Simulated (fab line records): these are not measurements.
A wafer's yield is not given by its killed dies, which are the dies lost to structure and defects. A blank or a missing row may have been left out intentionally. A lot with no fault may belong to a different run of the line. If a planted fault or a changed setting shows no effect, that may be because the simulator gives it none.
fab line records -- flow nandHarc
[record] lots = 6, wafers = 18, lastDay = 32
route steps=1302 shown A_M1@1181 END@1302
lots untouched by any fault: they come from a run of this same line in which no faults occurred
startH: hours from the record's first day to the start of the lot's first wafer shown -- waitH: hours from the lot's prior step to this one -- " as in the row above -- L1.1+2: one row covering several wafers at once -- - no value, or no start given -- * or withheld: withheld -- < > ~ a bound
route shown NAME@n: NAME is a module with steps in the file, n the number in the route of the first one -- usual: mean and standard deviation over wafers with no fault -- same: alike in all rows -- chamber/n: place in a boat -- sites: per-site readings -- _std_site: how widely they spread, as a standard deviation -- _edge_site: inner sites' mean taken away from outer sites' mean -- radiusMm: for every site, how far away it sits from the centre of the wafer -- mask NAME#n: copy n -- behind: tool/chamber where the wafer was last shaped -- hold: the reason the lot was held/the length of the hold in hours/how it ended -- device: the n, p or np transistor that did not switch -- end of line: the tests these same wafers got at the end of their route -- where a step has no rows: the recipe by itself -- killed: the dies lost at the first sort to structure and to defects; this is not the yield of the wafer -- map: the dies of a wafer, with x for killed, . for not killed, _ for no die there
set.NAME: the setting that was run; set.NAME@STEP: the one run at that earlier step -- model.NAME: the simulator's own value behind a step, which no gauge read
a table for each step, a row for each wafer; lots at some steps of the route
services: a tool's chamber out of use, with start hour (startH, from the record's first day; less than 0 if before it), hours out, and reason
[[steps]]
[step NHARC_A_M1_INSPECT_11]
[usual] rawDefectCount = 85/35
lot.wafer,tool,chamber,startH,waitH,rawDefectCount
L433.2,defectInspect-01,-,536.04,0.0,41
L433.4,defectInspect-01,-,536.04,0.0,50
L433.5,defectInspect-01,-,536.04,0.0,53
L444.3,defectInspect-02,-,653.63,0.0,88
L444.4,defectInspect-02,-,653.63,0.0,102
L444.5,defectInspect-02,-,653.63,0.0,80
L446.1,defectInspect-02,-,671.93,0.0,93
L446.3,defectInspect-02,-,671.93,0.0,96
L446.6,defectInspect-02,-,671.93,0.0,106
L449.2,defectInspect-01,-,695.70,0.0,66
L449.4,defectInspect-01,-,695.70,0.0,70
L449.6,defectInspect-01,-,695.70,0.0,68
L450.1,defectInspect-01,-,709.39,0.0,122
L450.2,defectInspect-01,-,709.39,0.0,113
L450.4,defectInspect-01,-,709.39,0.0,131
L451.2,defectInspect-02,-,717.86,0.0,85
L451.3,defectInspect-02,-,717.86,0.0,80
L451.6,defectInspect-02,-,717.86,0.0,72
[step NHARC_A_M1_DESCUM_14]
[recipe] timeS = 3, o2FlowSccm = 200, arFlowSccm = 0, biasPowerW = 0, chemistry = O2
[usual] drypumpMotorCurrentA = 5.9/0.42, oesProductAu = 0.996/0.013, rfVppV = 57.8/0.94, showerheadPlenumPTorr = 1.90/0.076, throttleValvePct = 11.310/0.0097
[same] timeS = 3
lot.wafer,tool,chamber,startH,waitH,drypumpMotorCurrentA,oesProductAu,rfHoursCounterH,rfVppV,showerheadPlenumPTorr,throttleValvePct
L433.4,rieDiel-02,1,536.14,0.1,5.8,1.001,3.3,57.6,1.82,11.310
L433.2,rieDiel-02,2,536.14,0.1,6.3,1.012,3.0,57.9,1.81,11.326
L433.5,rieDiel-02,3,536.14,0.1,5.7,1.020,-,57.8,1.95,11.312
L444.3,rieDiel-11,3,653.69,0.1,5.1,0.998,2.4,58.1,2.03,11.305
L444.4,rieDiel-11,2,653.69,0.1,5.9,1.000,2.3,57.8,2.06,11.315
L444.5,rieDiel-11,3,653.69,0.1,5.2,0.997,-,58.8,2.03,11.306
L446.1,rieDiel-12,1,672.00,0.1,5.8,1.008,1.3,55.4,1.85,11.304
L446.3,rieDiel-12,3,672.00,0.1,5.1,0.978,2.1,58.2,1.97,11.316
L446.6,rieDiel-12,0,672.00,0.1,6.0,0.990,-,58.6,1.86,11.314
L449.4,rieDiel-12,0,695.77,0.1,5.9,0.980,2.2,58.0,1.86,11.295
L449.2,rieDiel-12,2,695.77,0.1,5.6,0.977,2.4,56.5,1.89,11.304
L449.6,rieDiel-12,0,695.77,0.1,6.0,0.994,-,57.1,1.86,11.305
L450.1,rieDiel-02,3,709.46,0.1,5.7,0.993,4.0,57.8,1.95,11.303
L450.2,rieDiel-02,0,709.46,0.1,6.0,0.971,3.6,56.0,1.88,11.327
L450.4,rieDiel-02,1,709.46,0.1,5.7,0.985,3.7,57.1,1.82,11.299
L451.2,rieDiel-02,3,717.92,0.1,5.7,1.000,4.3,58.9,1.95,11.305
L451.3,rieDiel-02,0,717.92,0.1,6.0,0.975,3.9,58.1,1.88,11.317
L451.6,rieDiel-02,3,717.92,0.1,5.7,1.016,-,58.8,1.95,11.313
[step NHARC_A_M1_ETCH_35]
[recipe] targetDepthA = 400, overetchA = 120, timeS = 43.94, ionEnergyEv = 200, n2FlowSccm = 150, h2FlowSccm = 150, arFlowSccm = 0, rfW = 400, biasW = 150, chemistry = N2/H2
[usual] drypumpMotorCurrentA = 5.8/0.42, n2FlowSccm = 149.9/0.44, oesProductAu = 0.994/0.014, rfVppV = 430.2/2.4, showerheadPlenumPTorr = 2.03/0.083, throttleValvePct = 14.172/0.01
[same] timeS = 43.94
lot.wafer,tool,chamber,startH,waitH,drypumpMotorCurrentA,n2FlowSccm,oesProductAu,rfHoursCounterH,rfVppV,showerheadPlenumPTorr,throttleValvePct
L433.2,rieDiel-02,0,536.21,0.1,6.0,149.0,0.957,3.8,429.7,2.01,14.171
L433.4,rieDiel-02,1,536.21,0.1,5.7,150.4,0.982,3.3,428.0,1.94,14.182
L433.5,rieDiel-02,0,536.21,0.1,5.9,149.7,0.974,-,428.6,2.01,14.155
L444.4,rieDiel-11,2,653.77,0.1,6.0,150.1,0.996,2.3,434.8,2.20,14.168
L444.3,rieDiel-11,1,653.77,0.1,6.1,149.9,0.978,2.5,428.9,1.96,14.167
L444.5,rieDiel-11,2,653.77,0.1,6.0,150.2,1.006,-,435.5,2.20,14.182
L446.1,rieDiel-12,0,672.08,0.1,5.9,150.6,0.984,1.6,428.6,1.98,14.149
L446.3,rieDiel-12,1,672.08,0.1,5.8,149.8,1.007,1.3,427.5,1.97,14.171
L446.6,rieDiel-12,3,672.08,0.1,5.1,150.1,0.984,-,432.4,2.10,14.176
L449.2,rieDiel-12,0,695.85,0.1,6.0,149.5,0.990,2.2,428.6,1.98,14.180
L449.4,rieDiel-12,1,695.85,0.1,5.8,149.8,1.011,2.0,428.4,1.97,14.153
L449.6,rieDiel-12,3,695.85,0.1,5.1,149.5,0.999,-,433.0,2.10,14.166
L450.1,rieDiel-02,2,709.53,0.1,6.3,150.3,1.016,4.1,427.3,1.92,14.169
L450.2,rieDiel-02,3,709.53,0.1,5.7,150.4,1.000,4.0,432.6,2.08,14.184
L450.4,rieDiel-02,0,709.53,0.1,6.0,149.7,0.975,3.6,429.8,2.01,14.172
L451.2,rieDiel-02,0,718.01,0.1,6.0,150.2,0.983,3.9,427.9,2.01,14.186
L451.3,rieDiel-02,2,718.01,0.1,6.3,149.0,1.009,4.3,426.5,1.92,14.186
L451.6,rieDiel-02,0,718.01,0.1,6.0,149.9,0.982,-,430.5,2.01,14.174
[step NHARC_A_M1_ETCH_15]
[recipe] targetDepthA = 1825, timeS = 91.2, c4f8FlowSccm = withheld, arFlowSccm = 400, rfW = 600, biasW = 300, chemistry = C4F8/Ar
[step NHARC_A_M1_CD_MEAS_16]
[usual] cdNm = 120.2/1.2
lot.wafer,tool,chamber,startH,waitH,cdNm
L433.2,cdSem-01,-,536.43,-,121.0
L433.4,cdSem-01,-,536.43,-,120.0
L433.5,cdSem-01,-,536.43,-,120.2
L444.3,cdSem-03,-,654.01,-,118.8
L444.4,cdSem-03,-,654.01,-,120.4
L444.5,cdSem-03,-,654.01,-,118.9
L446.1,cdSem-02,-,672.29,-,120.3
L446.3,cdSem-02,-,672.29,-,119.6
L446.6,cdSem-02,-,672.29,-,118.5
L449.2,cdSem-01,-,696.06,-,122.3
L449.4,cdSem-01,-,696.06,-,120.1
L449.6,cdSem-01,-,696.06,-,120.3
L450.1,cdSem-01,-,709.75,-,120.6
L450.2,cdSem-01,-,709.75,-,123.9
L450.4,cdSem-01,-,709.75,-,119.7
L451.2,cdSem-02,-,718.23,-,119.4
L451.3,cdSem-02,-,718.23,-,120.9
L451.6,cdSem-02,-,718.23,-,121.6
[step NHARC_A_M1_STRIP_18]
[recipe] powerW = 1000, n2FlowSccm = 150, h2FlowSccm = 150, arFlowSccm = 0, biasW = 0, chemistry = N2/H2
[usual] drypumpMotorCurrentA = 5.8/0.46, n2FlowSccm = 150.0/0.42, oesProductAu = 0.994/0.016, rfVppV = 90.8/1, showerheadPlenumPTorr = 2.05/0.092, throttleValvePct = 14.171/0.0079
lot.wafer,tool,chamber,startH,waitH,drypumpMotorCurrentA,n2FlowSccm,oesProductAu,rfHoursCounterH,rfVppV,showerheadPlenumPTorr,throttleValvePct
L433.2,rieDiel-02,2,536.55,0.1,6.3,149.6,0.998,3.0,89.4,1.93,14.178
L433.4,rieDiel-02,3,536.55,0.1,5.7,149.8,1.002,3.5,92.2,2.09,14.169
L433.5,rieDiel-02,1,536.55,0.1,5.8,149.4,1.004,-,91.2,1.94,14.159
L444.3,rieDiel-11,1,654.08,0.1,6.1,150.3,0.961,2.6,91.3,1.96,14.175
L444.4,rieDiel-11,0,654.08,0.1,6.6,150.4,1.017,2.7,89.5,2.11,14.173
L444.5,rieDiel-11,2,654.08,0.1,6.0,150.0,0.990,-,91.5,2.20,14.165
L446.3,rieDiel-02,1,672.37,0.1,5.8,149.9,0.998,3.1,89.0,1.93,14.172
L446.1,rieDiel-02,2,672.37,0.1,6.3,150.3,1.015,3.5,89.0,1.92,14.183
L446.6,rieDiel-02,1,672.37,0.1,5.8,149.7,1.002,-,91.4,1.93,14.179
L449.2,rieDiel-11,2,696.19,0.1,6.0,150.2,1.005,4.3,92.3,2.20,14.161
L449.4,rieDiel-11,3,696.19,0.1,5.1,150.2,0.981,4.0,90.6,2.17,14.176
L449.6,rieDiel-11,0,696.19,0.1,6.7,149.9,1.018,-,89.9,2.11,14.160
L450.1,rieDiel-12,0,709.85,0.1,5.9,150.7,0.985,3.0,89.3,1.98,14.167
L450.4,rieDiel-12,1,709.85,0.1,5.8,149.6,1.008,2.7,88.6,1.97,14.172
L450.2,rieDiel-12,2,709.85,0.1,5.6,150.0,0.971,3.4,91.1,2.01,14.179
L451.3,rieDiel-12,1,718.30,0.1,5.8,150.6,1.010,4.7,88.5,1.97,14.171
L451.2,rieDiel-12,0,718.30,0.1,5.9,150.2,0.978,5.0,89.0,1.98,14.166
L451.6,rieDiel-12,2,718.30,0.1,5.6,149.4,0.976,-,90.3,2.01,14.170
[step NHARC_A_M1_ETCH_28]
[recipe] targetDepthA = 300, overEtchFrac = 0.3, timeS = 72.99, ionEnergyEv = 150, cf4FlowSccm = 50, n2FlowSccm = 100, arFlowSccm = 150, rfW = 300, biasW = 100, chemistry = CF4/N2
[usual] drypumpMotorCurrentA = 5.8/0.49, n2FlowSccm = 100.00/0.29, oesProductAu = 0.995/0.015, rfVppV = 314.4/2.1, showerheadPlenumPTorr = 2.65/0.11, throttleValvePct = 19.793/0.0088
[same] timeS = 72.99
lot.wafer,tool,chamber,startH,waitH,drypumpMotorCurrentA,n2FlowSccm,oesProductAu,rfHoursCounterH,rfVppV,showerheadPlenumPTorr,throttleValvePct
L433.2,rieDiel-02,2,-,-,6.3,99.65,0.994,3.1,312.2,2.49,19.780
L433.4,rieDiel-02,0,-,-,6.0,99.50,0.976,3.9,312.3,2.59,19.801
L433.5,rieDiel-02,1,-,-,5.8,99.89,0.994,-,310.9,2.50,19.785
L444.4,rieDiel-11,0,-,-,6.7,99.75,1.013,2.7,315.1,2.71,19.778
L444.3,rieDiel-11,1,-,-,6.1,100.51,0.974,2.7,312.9,2.53,19.787
L444.5,rieDiel-11,0,-,-,6.6,99.80,1.020,-,314.9,2.71,19.806
L446.1,rieDiel-02,0,-,-,6.0,100.23,0.984,3.0,314.0,2.59,19.794
L446.3,rieDiel-02,1,-,-,5.7,99.45,0.988,3.2,310.5,2.50,19.784
L446.6,rieDiel-02,0,-,-,6.0,100.25,0.979,-,313.4,2.59,19.800
L449.2,rieDiel-11,1,-,-,6.1,99.62,0.969,4.6,311.7,2.53,19.804
L449.4,rieDiel-11,2,-,-,6.0,99.84,0.993,4.3,318.6,2.81,19.794
L449.6,rieDiel-11,3,-,-,5.1,99.59,1.000,-,317.8,2.78,19.796
L450.2,rieDiel-12,2,-,-,5.6,100.17,0.971,3.4,313.3,2.59,19.812
L450.4,rieDiel-12,0,-,-,5.9,99.96,0.976,3.1,311.7,2.55,19.787
L450.1,rieDiel-12,1,-,-,5.8,100.31,1.010,2.8,311.4,2.55,19.789
L451.3,rieDiel-12,3,-,-,5.1,99.90,1.002,4.8,316.1,2.70,19.797
L451.2,rieDiel-12,1,-,-,5.8,100.15,1.015,4.7,311.7,2.55,19.786
L451.6,rieDiel-12,2,-,-,5.6,99.95,0.979,-,313.3,2.59,19.782
[step NHARC_A_M1_STRIP_19]
[recipe] timeS = 600, tempC = 30, chemistry = postEtchResidueRemover
[step NHARC_A_M1_DEGAS_29]
[recipe] tempC = 250, timeS = 60
[usual] heaterPowerW = 337/30
[same] timeS = 60
lot.wafer,tool,chamber,startH,waitH,heaterPowerW
L433.4,pvdSputter-01,-,537.15,-,374
L433.2,pvdSputter-01,-,537.15,-,314
L433.5,pvdSputter-01,-,537.15,-,313
L444.3,pvdSputter-02,-,654.72,-,274
L444.4,pvdSputter-02,-,654.72,-,357
L444.5,pvdSputter-02,-,654.72,-,281
L446.3,pvdSputter-01,-,673.00,-,342
L446.1,pvdSputter-01,-,673.00,-,335
L446.6,pvdSputter-01,-,673.00,-,334
L449.4,pvdSputter-01,-,696.77,-,302
L449.2,pvdSputter-01,-,696.77,-,341
L449.6,pvdSputter-01,-,696.77,-,333
L450.1,pvdSputter-01,-,710.47,-,290
L450.4,pvdSputter-01,-,710.47,-,337
L450.2,pvdSputter-01,-,710.47,-,342
L451.2,pvdSputter-03,-,718.94,-,350
L451.3,pvdSputter-03,-,718.94,-,330
L451.6,pvdSputter-03,-,718.94,-,344
[step NHARC_A_M1_PRE_CLEAN_30]
[recipe] timeS = 30, tempC = 280, gas = H2/He
[step NHARC_A_M1_PVD_20]
[recipe] targetThkA = 50, biasV = 168.6, powerW = 15000, chamberPressurePa = 0.12, timeS = 8.06, substrateTempC = 50, material = TaN
[step NHARC_A_M1_PVD_21]
[recipe] targetThkA = 300, chamberPressurePa = 5, powerW = 5000, substrateTempC = 30, timeS = 20.49, material = Cu
[step NHARC_A_M1_ECD_22]
[recipe] targetThkA = 4000, bathTempC = 25, material = Cu
lot.wafer,tool,chamber,startH,waitH
L433.2+4+5,ecdCu-02,"1,0,0",537.51,-
L444.3+4+5,ecdCu-01,"0,1,1",655.29,-
L446.1+3+6,ecdCu-01,"1,0,1",673.42,-
L449.2+4+6,ecdCu-01,"1,0,0",697.18,-
L450.1+2+4,ecdCu-02,"0,1,1",710.83,-
L451.2+3+6,ecdCu-02,"1,1,0",719.36,-
[step NHARC_A_M1_ANNEAL_31]
[recipe] tempC = 225, timeS = 90
[step NHARC_A_M1_CMP_23]
[recipe] tOverpolishS = 20, targetThkNm = 154.34
[usual] motorCurrentA = 12.2/1.1, slurryFlowMlMin = 150.0/0.43, timeToEndpointS = 30/3.6
lot.wafer,tool,chamber,startH,waitH,motorCurrentA,slurryFlowMlMin,timeToEndpointS
L433.4,cmp-03,1,538.26,-,14.0,150.0,32
L433.2,cmp-03,3,538.26,-,10.8,149.8,34
L433.5,cmp-03,0,538.26,-,11.6,150.4,30
L444.3,cmp-02,3,655.99,-,10.3,150.5,21
L444.4,cmp-02,0,655.99,-,12.2,150.2,27
L444.5,cmp-02,0,655.99,-,13.2,149.7,28
L446.1,cmp-03,2,674.12,-,13.8,150.9,35
L446.3,cmp-03,3,674.12,-,10.7,149.3,63
L446.6,cmp-03,2,674.12,-,14.1,150.6,33
L449.2,cmp-01,0,697.89,-,14.0,149.6,27
L449.4,cmp-01,1,697.89,-,12.7,149.9,62
L449.6,cmp-01,3,697.89,-,11.7,149.6,54
L450.4,cmp-01,2,711.56,-,11.8,149.5,27
L450.2,cmp-01,3,711.56,-,11.0,151.1,27
L450.1,cmp-01,1,711.56,-,12.3,150.7,35
L451.2,cmp-02,3,720.06,-,10.3,150.0,25
L451.3,cmp-02,0,720.06,-,13.0,150.2,32
L451.6,cmp-02,3,720.06,-,10.5,150.2,26
[step NHARC_A_M1_THK_MEAS_24]
[recipe] thkMeasGauge = xrf
[usual] thkNm = 154.8/1.7
lot.wafer,tool,chamber,startH,waitH,thkNm
L433.2,filmMetro-01,-,538.55,-,156.5
L433.4,filmMetro-01,-,538.55,-,156.0
L433.5,filmMetro-01,-,538.55,-,152.1
L444.3,filmMetro-02,-,656.30,-,154.1
L444.4,filmMetro-02,-,656.30,-,156.4
L444.5,filmMetro-02,-,656.30,-,154.7
L446.1,filmMetro-01,-,674.40,-,156.5
L446.3,filmMetro-01,-,674.40,-,157.3
L446.6,filmMetro-01,-,674.40,-,157.3
L449.2,filmMetro-01,-,698.18,-,153.6
L449.4,filmMetro-01,-,698.18,-,158.4
L449.6,filmMetro-01,-,698.18,-,153.3
L450.1,filmMetro-02,-,711.87,-,155.5
L450.2,filmMetro-02,-,711.87,-,153.7
L450.4,filmMetro-02,-,711.87,-,152.1
L451.2,filmMetro-02,-,720.34,-,153.6
L451.3,filmMetro-02,-,720.34,-,155.0
L451.6,filmMetro-02,-,720.34,-,151.4
[step NHARC_END_SORT_01]
[recipe] tempC = 25
[usual] defectLimitedYield = 91.2/2.6, killedAtArray = 55/17, killedAtOther = 0.9/1.2, killedAtPeriphery = 3.7/2.5, killedDies = 59/18, killedOpen = 3.4/1.9, killedShort = 2.6/1.6, sort_bin_2_pct = 3.1/1.2, sort_bin_3_pct = 0.7/0.4, sort_bin_4_pct = 4.9/1.4, sortNPass = 618/18, sortRimYieldPct = 93/3.7, sortYieldPct = 91.2/2.6
[same] grossDies = 677, sort_bin_5_pct[%] = 0, sort_bin_6_pct[%] = 0, sort_bin_7_pct[%] = 0, sort_bin_8_pct[%] = 0, sortRimNGross = 106.00
lot.wafer,tool,chamber,startH,waitH,defectLimitedYield[%],killedAtArray,killedAtOther,killedAtPeriphery,killedDies,killedOpen,killedShort,sort_bin_2_pct[%],sort_bin_3_pct[%],sort_bin_4_pct[%],sortNPass,sortRimYieldPct[%],sortYieldPct[%]
L444.3,prober-01,0,692.13,3.1,90.8,55,4,3,62,4,2,3.0,0.3,5.9,615,92,90.8
L449.2,prober-02,0,732.29,2.8,93.8,39,0,3,42,0,4,2.1,0.6,3.5,635,100,93.8
L449.4,prober-02,0,733.90,3.4,92.2,48,0,5,53,2,3,3.0,0.6,4.3,624,96,92.2
L449.6,prober-02,0,735.51,4.0,92.3,50,0,2,52,4,2,3.5,0,4.1,625,97,92.3
L451.2,prober-01,0,753.41,2.8,91.3,57,1,1,59,8,5,2.5,0.6,5.6,618,86,91.3
L451.3,prober-01,0,754.21,3.1,91.9,52,0,3,55,1,1,3.7,0.7,3.7,622,98,91.9
L451.6,prober-01,0,756.60,4.0,90.7,61,0,2,63,3,2,3.0,0.7,5.6,614,95,90.7
// killed by level:class
L444.3 A_CHANNEL_HOLE_D1:chamberFilmFlake=28 A_CHANNEL_HOLE_D2:chamberFilmFlake=16 A_DECK1_JOINT:chamberFilmFlake=3 A_ZERO_WELL:chamberFilmFlake=2 THIN_TSV:chamberFilmFlake=2 P_STI:geometricParticle:open=1 P_CONTACT:geometricParticle:short=1 P_CONTACT:geometricParticle:open=1
L449.2 A_CHANNEL_HOLE_D1:chamberFilmFlake=30 A_CHANNEL_HOLE_D1:geometricParticle:short=2 A_SLIT:chamberFilmFlake=2 A_CHANNEL_FILL_D1:chamberFilmFlake=2 P_CONTACT:geometricParticle:short=1 A_WL_FILL:geometricParticle:short=1 P_GATE:chamberFilmFlake=1 P_M1:chamberFilmFlake=1
L449.4 A_CHANNEL_HOLE_D1:chamberFilmFlake=31 A_SLIT:chamberFilmFlake=4 A_CHANNEL_FILL_D2:geometricParticle:short=2 P_M1:chamberFilmFlake=2 A_CONTACT:chamberFilmFlake=2 A_CHANNEL_HOLE_D2:chamberFilmFlake=2 A_BLC:chamberFilmFlake=2 P_CONTACT:geometricParticle:open=1
L449.6 A_CHANNEL_HOLE_D1:chamberFilmFlake=29 A_SLIT:chamberFilmFlake=5 A_CONTACT:chamberFilmFlake=3 A_CHANNEL_HOLE_D2:chamberFilmFlake=2 A_BLC:chamberFilmFlake=2 P_M2:geometricParticle:open=1 A_CHANNEL_FILL_D2:geometricParticle:open=1 A_SGD_CUT:geometricParticle:short=1
L451.2 A_SLIT:chamberFilmFlake=22 A_CHANNEL_HOLE_D1:chamberFilmFlake=15 A_CONTACT:chamberFilmFlake=4 A_ONON_D1:geometricParticle:short=3 A_CHANNEL_FILL_D2:geometricParticle:open=2 A_CHANNEL_FILL_D1:chamberFilmFlake=2 P_CONTACT:geometricParticle:open=1 A_CHANNEL_FILL_D1:geometricParticle:open=1
L451.3 A_SLIT:chamberFilmFlake=29 A_CHANNEL_HOLE_D1:chamberFilmFlake=11 A_CONTACT:chamberFilmFlake=3 P_M1:chamberFilmFlake=2 A_DECK1_JOINT:chamberFilmFlake=2 A_CHANNEL_HOLE_D2:chamberFilmFlake=2 A_CHANNEL_FILL_D1:geometricParticle:short=1 A_DECK1_JOINT:geometricParticle:open=1
L451.6 A_SLIT:chamberFilmFlake=30 A_CHANNEL_HOLE_D1:chamberFilmFlake=11 A_CONTACT:chamberFilmFlake=5 A_DECK1_JOINT:chamberFilmFlake=4 A_CHANNEL_FILL_D2:chamberFilmFlake=3 P_M1:geometricParticle:open=1 A_CHANNEL_FILL_D1:geometricParticle:short=1 A_DECK1_JOINT:geometricParticle:short=1
[[services]]
tool,chamber,startH,hours,kind
cmp-01,-,512.61,1.2,repair
cmp-02,-,528.39,4.0,pm
cmp-03,-,541.63,3.1,repair
rieDiel-02,1,550.49,4.0,repair
cmp-03,-,554.37,4.0,pm
rieDiel-02,-,570.70,9.0,pm
rieDiel-11,-,571.56,12.3,repair
cmp-01,-,577.50,4.0,pm
cmp-02,-,581.31,1.3,repair
pvdSputter-01,-,582.00,10.0,pm
cmp-02,-,586.97,0.3,repair
ecdCu-02,-,596.04,8.0,pm
rieDiel-11,2,597.41,23.1,repair
rieDiel-11,-,609.50,9.0,pm
ecdCu-01,-,614.85,2.6,repair
rieDiel-12,-,622.40,9.0,pm
cmp-03,-,624.30,2.3,repair
pvdSputter-01,-,625.73,0.6,repair
cmp-02,-,626.39,4.0,pm
rieDiel-02,-,635.70,0.6,repair
cmp-03,-,638.98,0.4,repair
ecdCu-02,-,672.05,9.7,repair
ecdCu-01,-,688.11,8.0,pm
rieDiel-11,2,706.59,9.6,repair
[[key]]
[firstSign] step = NHARC_A_M1_CMP_23, reading = timeToEndpointS, direction = up, sigmas = 8.4, usual = *, struck = *
effect none on later readings
metAt NHARC_A_M1_ECD_22
struckWafers L446.3,L449.4,L449.6
onsetBetween 655.29 673.42
[fault] kind = processParameterDrift, tool = ecdCu-01, chamber = 0, onsetH = 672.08, steps = NHARC_A_M1_ECD_22, channel = targetThkA, offset = *, shape = step, endH = 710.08, actsIn = *, stated = *
